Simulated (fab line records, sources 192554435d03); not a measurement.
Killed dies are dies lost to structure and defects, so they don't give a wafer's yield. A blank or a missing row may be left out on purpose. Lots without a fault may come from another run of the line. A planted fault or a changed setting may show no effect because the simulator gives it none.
Split-lot experiment | flow n5_finfet | 7 lots, 21 wafers read, on a route of 1938 steps

THE SPLIT
At N5_BEOL_M1_ILD_DEP_00 (deposits SiOC from DEMS/O2, target thk 79 nm, time 15.3 s), the setting time_s was moved away from the recipe's 15.3 s on 7 of the 21 wafers read, by -8.9% to +4.8%. The other wafers ran this setting at the recipe's value.

The file shows no step between the split and the reading.

THE READING
M1_ILD_THK, in nm, at N5_BEOL_M1_THK_MEAS_01. Fault-free wafers of this fab line usually give 79.0 nm, standard deviation 1.1 nm.

wafer  | tool, chamber at the split | time_s as run, s | against the recipe | M1_ILD_THK, nm | against lot-mates on the recipe
L074.1 | pecvd-04, 2                | 14.49            | -5.3%              | 70.9           | -8.7
L074.4 | pecvd-04, 1                | 15.3             | recipe             | 79.6           | -
L074.5 | pecvd-04, 2                | 14.49            | -5.3%              | 73.4           | -6.2
L077.1 | pecvd-01, 0                | 15.3             | recipe             | 78.1           | -
L077.3 | pecvd-01, 2                | 16.04            | +4.8%              | 83.1           | +4.3
L077.4 | pecvd-01, 0                | 15.3             | recipe             | 79.5           | -
L079.1 | pecvd-04, 0                | 15.3             | recipe             | 79.0           | -
L079.2 | pecvd-04, 2                | 15.3             | recipe             | 77.2           | -
L079.3 | pecvd-04, 1                | 15.3             | recipe             | 78.4           | -
L084.1 | pecvd-03, 2                | 15.3             | recipe             | 80.1           | -
L084.3 | pecvd-03, 0                | 15.3             | recipe             | 79.6           | -
L084.6 | pecvd-03, 1                | 13.94            | -8.9%              | 72.6           | -7.2
L085.2 | pecvd-03, 0                | 15.3             | recipe             | 76.9           | -
L085.4 | pecvd-03, 1                | 15.3             | recipe             | 78.6           | -
L085.5 | pecvd-03, 0                | 15.3             | recipe             | 77.3           | -
L088.1 | pecvd-04, 1                | 14.51            | -5.2%              | 74.0           | no lot-mate on the recipe
L088.4 | pecvd-04, 0                | 14.51            | -5.2%              | 76.6           | no lot-mate on the recipe
L088.5 | pecvd-04, 1                | 14.51            | -5.2%              | 75.9           | no lot-mate on the recipe
L096.1 | pecvd-04, 2                | 15.3             | recipe             | 77.1           | -
L096.3 | pecvd-04, 0                | 15.3             | recipe             | 78.2           | -
L096.6 | pecvd-04, 0                | 15.3             | recipe             | 78.4           | -

THE FIT
A straight line over all 21 wafers: M1_ILD_THK changes by +0.789 nm for each +1% of time_s; r = +0.88; the points scatter about the line by 1.4 nm.
The same after taking each lot's own level away (the mean of its wafers on the recipe; 18 wafers): +1.02 nm for each +1%; r = +0.94; scatter 1.1 nm.
On that fit, the largest move of time_s shifts the reading by 9.1 nm.
The lots' own levels span 77.60 to 79.85 nm, that is 2.0 times the standard deviation above.
So the lot-to-lot level changes the slope: the two fits differ.
Check: with one of the wafers moved furthest among these (-8.9%) left out of the fit, the line predicts -11.2 nm for it against its lot-mates. It came out at -7.25 nm against them.

OTHER SPLITS ON THESE WAFERS
These wafers also went through other splits before the reading. Each is held against what the fit with the lots' levels taken away leaves over:
other split on the same wafers         | wafers away from the commonest value | r with M1_ILD_THK (lot level and that fit taken away)
N5_MOL_CONTACT_COAG_COAT_02 spin_rpm   | 11                                   | +0.27
N5_MOL_CONTACT_COAG_ALD_27 ald_cycles  | 10                                   | -0.06
N5_MOL_CONTACT_COAG_ALD_133 ald_cycles | 4                                    | -0.24

THE WHOLE CHAIN: every reading that the file lists as answering this split, in the file's order
step                   | what it does                                              | reading                                                                            | change (the file's fit)               | r (the file's)
N5_BEOL_M1_ILD_DEP_00  | deposits SiOC from DEMS/O2, target thk 79 nm, time 15.3 s | SiOC_of_BEOL_M1_ILD_DEP_00.thk_nm (the simulator's own value, which no gauge read) | +0.957 nm for each +1% of the setting | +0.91
N5_BEOL_M1_THK_MEAS_01 |                                                           | M1_ILD_THK                                                                         | +0.955 for each +1% of the setting    | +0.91

THE FILE'S OWN FIT
M1_ILD_THK changes by +0.955 nm for each +1% of time_s, r = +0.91.
